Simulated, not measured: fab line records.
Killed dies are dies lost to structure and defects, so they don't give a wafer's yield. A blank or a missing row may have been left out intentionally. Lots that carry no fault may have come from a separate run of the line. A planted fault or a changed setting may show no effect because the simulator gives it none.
Matching of chambers :: flow n5Finfet :: N5_BEOL_M2_CO_CAP_55 on cvdCo-02 has 3 sister chambers
The step material Co, precursor CCTBA/H2, target thk 2 nm, time 102.1 s. 20 wafers are shown with their chamber, then 10 later ones without.

WAFERS, EACH WITH ITS CHAMBER
wafer: L074.2
chamber: 0
heaterPowerW (W): 258

wafer: L074.3
chamber: 1
heaterPowerW (W): 226

wafer: L074.4
chamber: 2
heaterPowerW (W): 223

wafer: L080.1
chamber: 1
heaterPowerW (W): 231

wafer: L080.3
chamber: 1
heaterPowerW (W): 225

wafer: L080.4
chamber: 0
heaterPowerW (W): 264

wafer: L081.1
chamber: 1
heaterPowerW (W): 230

wafer: L081.3
chamber: 2
heaterPowerW (W): 228

wafer: L081.6
chamber: 0
heaterPowerW (W): 274

wafer: L086.2
chamber: 2
heaterPowerW (W): 228

wafer: L086.3
chamber: 1
heaterPowerW (W): 232

wafer: L086.6
chamber: 0
heaterPowerW (W): 267

wafer: L087.3
chamber: 0
heaterPowerW (W): 272

wafer: L087.5
chamber: 2
heaterPowerW (W): 227

wafer: L087.6
chamber: 0
heaterPowerW (W): 264

wafer: L089.1
chamber: 1
heaterPowerW (W): 232

wafer: L089.2
chamber: 0
heaterPowerW (W): 270

wafer: L089.3
chamber: 2
heaterPowerW (W): 225

wafer: L090.1
chamber: 0
heaterPowerW (W): 266

wafer: L090.3
chamber: 2
heaterPowerW (W): 229

SIGNATURES (means of the wafers above)
reading: heaterPowerW
chamber 0: 266.88
chamber 1: 229.33
chamber 2: 226.67
scatter within a chamber: 3.88
Rule: a wafer lies at a distance from a chamber equal to the root of the sum of squares, over the readings, of (its reading less the chamber's mean, divided by the reading's scatter). The wafer belongs to the nearest chamber; if the next one is less than 2 further off, it can't be placed. The scatter: the root of (the sum of the squares of (reading less its chamber's mean) over the shown wafers, divided by (wafers less chambers)).

WAFERS WITH NO CHAMBER GIVEN
wafer: L090.5
heaterPowerW (W): 271

wafer: L092.1
heaterPowerW (W): 269

wafer: L092.2
heaterPowerW (W): 231

wafer: L092.4
heaterPowerW (W): 224

wafer: L095.2
heaterPowerW (W): 233

wafer: L095.5
heaterPowerW (W): 229

wafer: L095.6
heaterPowerW (W): 268

wafer: L096.4
heaterPowerW (W): 237

wafer: L096.5
heaterPowerW (W): 227

wafer: L096.6
heaterPowerW (W): 271

WHICH CHAMBER EACH WENT THROUGH
wafer: L090.5
from the rows above: 0
in truth: 0

wafer: L092.1
from the rows above: 0
in truth: 0

wafer: L092.2
from the rows above: can't be placed: 1 or 2
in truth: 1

wafer: L092.4
from the rows above: can't be placed: 2 or 1
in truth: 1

wafer: L095.2
from the rows above: can't be placed: 1 or 2
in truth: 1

wafer: L095.5
from the rows above: can't be placed: 1 or 2
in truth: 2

wafer: L095.6
from the rows above: 0
in truth: 0

wafer: L096.4
from the rows above: can't be placed: 1 or 2
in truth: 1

wafer: L096.5
from the rows above: can't be placed: 2 or 1
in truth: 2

wafer: L096.6
from the rows above: 0
in truth: 0
4 of 10 placed correctly. Not placeable from these rows: 6 (in 6, the candidates include the true chamber). Placed wrongly: 0.
